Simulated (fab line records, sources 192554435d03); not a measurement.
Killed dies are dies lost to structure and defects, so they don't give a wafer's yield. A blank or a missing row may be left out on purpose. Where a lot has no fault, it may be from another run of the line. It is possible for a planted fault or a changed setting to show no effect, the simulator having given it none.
Chamber matching    flow n5 finfet    N5_FIN_SAQP_PECVD_48 on pecvd-01: 3 sister chambers
The step deposits SiNx from SiH4/NH3/N2, target thk 25 nm, time 22.1 s. 6 wafers are shown with their chamber, then 12 later ones without.

== EACH WAFER AND ITS CHAMBER ==
wafer   chamber  throttle valve pct (%)  showerhead plenum p Torr (Torr)
L085.4  1        42.2                    4.98
L088.5  0        38.0                    5.12
L088.6  1        42.0                    4.98
L092.2  2        38.4                    5.14
L092.4  0        38.1                    5.13
L092.5  2        38.5                    5.12

== WAFERS WHOSE CHAMBER IS MISSING ==
wafer   throttle valve pct (%)  showerhead plenum p Torr (Torr)
L093.2  42.0                    4.97
L093.3  38.0                    5.13
L093.4  42.1                    4.99
L095.2  37.8                    5.11
L095.5  38.1                    5.13
L095.6  38.6                    5.12
L096.2  38.4                    5.13
L096.3  42.2                    4.98
L096.5  38.3                    5.14
L097.2  42.0                    4.97
L097.3  38.5                    5.14
L097.5  38.0                    5.12

== WHICH CHAMBER EACH WENT THROUGH ==
wafer   from the rows above      in truth
L093.2  1                        1
L093.3  0                        0
L093.4  1                        1
L095.2  0                        0
L095.5  0                        0
L095.6  2                        2
L096.2  2                        2
L096.3  1                        1
L096.5  can't be placed: 2 or 0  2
L097.2  1                        1
L097.3  2                        2
L097.5  0                        0
Correct placement for 11 of the 12. From these rows, 1 cannot be placed; in 1 the true chamber is one of the candidates. Placed wrongly: 0.
How it was worked out, from the rows above alone: a wafer's distance from a chamber is the root of the sum, over the readings, of the square of ((its reading less the chamber's mean) divided by the reading's scatter). The wafer belongs to the nearest chamber; if the next one is less than 2 further off, it can't be placed. A chamber's mean is the mean of its shown wafers. How the scatter is found: for the shown wafers, subtract from each reading the mean of its chamber, square and add these, divide the total by (wafers less chambers), then take the root.
